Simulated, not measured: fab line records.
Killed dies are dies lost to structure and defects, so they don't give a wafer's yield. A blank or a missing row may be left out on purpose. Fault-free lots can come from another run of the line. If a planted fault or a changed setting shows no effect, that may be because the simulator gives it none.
Split-lot experiment ; flow n5_finfet ; route with 1938 steps; 7 lots, 21 wafers read

## ON THE SPLIT
At N5_BEOL_M1_EXPOSE_08 (exposes mask M1), the setting dose_mj was moved away from the recipe's 33 on 6 of the 21 wafers read, by -5.5% to +6.5%. All remaining wafers had this setting at the recipe value.

## FROM THE SPLIT TO THE READING: what the file shows between them, 5 steps
- N5_BEOL_M1_PEB_09: peb time 60 s
- N5_BEOL_M1_DEVELOP_10: develop time 30 s
- N5_BEOL_M1_DESCUM_16: chemistry O2, time 7 s
- N5_BEOL_M1_ETCH_74: etches underlayer in N2/H2, target depth 6.5 nm, time 5.2 s
- N5_BEOL_M1_ETCH_63: etches SiARC in CF4, target depth 15.6 nm, time 26 s

## THE READING
BEOL_M1.cd_offset_nm (the simulator's own value, which no gauge read), in nm, at N5_BEOL_M1_ETCH_64 (etches SOC in N2/H2, target depth 75 nm, overetch 15 nm, time 112.5 s). There is no usual value for it anywhere in the file. Across the 15 wafers here that went through the recipe, the average is 0.3 nm and the standard deviation 0.31 nm.

wafer;tool, chamber at the split;dose_mj as run;against the recipe;BEOL_M1.cd_offset_nm, nm;against lot-mates on the recipe
L077.2;euv_scanner-01, 0;33;recipe;0;-
L077.4;euv_scanner-01, 0;33;recipe;0.4;-
L077.5;euv_scanner-01, 0;33;recipe;0.2;-
L076.1;euv_scanner-02, 0;33;recipe;0.2;-
L076.2;euv_scanner-02, 0;33;recipe;0;-
L076.6;euv_scanner-02, 0;32.37;-1.9%;-0.2;-0.3
L081.4;euv_scanner-02, 0;33;recipe;0;-
L081.5;euv_scanner-02, 0;33;recipe;0.2;-
L081.6;euv_scanner-02, 0;33;recipe;-0.4;-
L080.2;euv_scanner-01, 0;31.18;-5.5%;-1.2;-1.4
L080.5;euv_scanner-01, 0;33;recipe;0.2;-
L080.6;euv_scanner-01, 0;31.18;-5.5%;-1.2;-1.4
L084.1;euv_scanner-02, 0;33;recipe;0.2;-
L084.4;euv_scanner-02, 0;33;recipe;0.4;-
L084.5;euv_scanner-02, 0;35.13;+6.5%;1.8;+1.5
L085.2;euv_scanner-01, 0;31.43;-4.8%;-0.4;-0.6
L085.3;euv_scanner-01, 0;31.43;-4.8%;-0.2;-0.4
L085.5;euv_scanner-01, 0;33;recipe;0.2;-
L095.1;euv_scanner-01, 0;33;recipe;0.6;-
L095.2;euv_scanner-01, 0;33;recipe;0.6;-
L095.5;euv_scanner-01, 0;33;recipe;1;-

THE FIT
A straight line over all 21 wafers: BEOL_M1.cd_offset_nm changes by +0.215 nm for each +1% of dose_mj; r = +0.87; the points scatter about the line by 0.33 nm.
The same after taking each lot's own level away (the mean of its wafers on the recipe; 21 wafers): +0.205 nm for each +1%; r = +0.92; scatter 0.23 nm.
The reading moves by 1.3 nm for the largest change in dose_mj, on that fit.
Across the lots, their own levels run from -0.07 to 0.73 nm, a range of 2.5 times the standard deviation given above.
The two slopes are in agreement: the lot-to-lot level therefore moves the slope only a little.
Check: +1.24 nm against its lot-mates is what the line predicts for one of the wafers moved furthest among these (+6.5%) when that wafer is left out of the fit. Against them it came out at +1.5 nm.

## OTHER SPLITS APPLIED TO THESE WAFERS
Before the reading, these wafers also passed through other splits. Each is held against what the fit with the lots' levels taken away leaves over:
other split on the same wafers;wafers away from the commonest value;r with BEOL_M1.cd_offset_nm (lot level and that fit taken away)
N5_HKMG_FIN_COAT_43 spin_rpm;7;-0.31
N5_GATE_CUT_COAT_27 spin_rpm;5;+0.17
N5_GATE_CUT_DESCUM_18 time_s;6;+0.02
N5_MOL_CONTACT_COAG_EXPOSE_05 dose_mj;7;+0.35
N5_BEOL_M0_SAQP_EXPOSE_11 dose_mj;9;+0.11
N5_BEOL_M0_ETCH_138 source_w;9;-0.12

## THE WHOLE CHAIN: every reading that the file lists as answering this split, in the file's order
step;what it does;reading;change (the file's fit);r (the file's)
N5_BEOL_M1_ETCH_74;etches underlayer in N2/H2, target depth 6.5 nm, time 5.2 s;BEOL_M1.cd_offset_nm (the simulator's own value, which no gauge read);+0.196 nm for each +1% of the setting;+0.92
N5_BEOL_M1_ETCH_63;etches SiARC in CF4, target depth 15.6 nm, time 26 s;BEOL_M1.cd_offset_nm (the simulator's own value, which no gauge read);+0.188 nm for each +1% of the setting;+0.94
N5_BEOL_M1_ETCH_64;etches SOC in N2/H2, target depth 75 nm, overetch 15 nm, time 112.5 s;BEOL_M1.cd_offset_nm (the simulator's own value, which no gauge read);+0.207 nm for each +1% of the setting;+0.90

## FILE'S OWN FIT
BEOL_M1.cd_offset_nm changes by +0.207 nm for each +1% of dose_mj, r = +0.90.
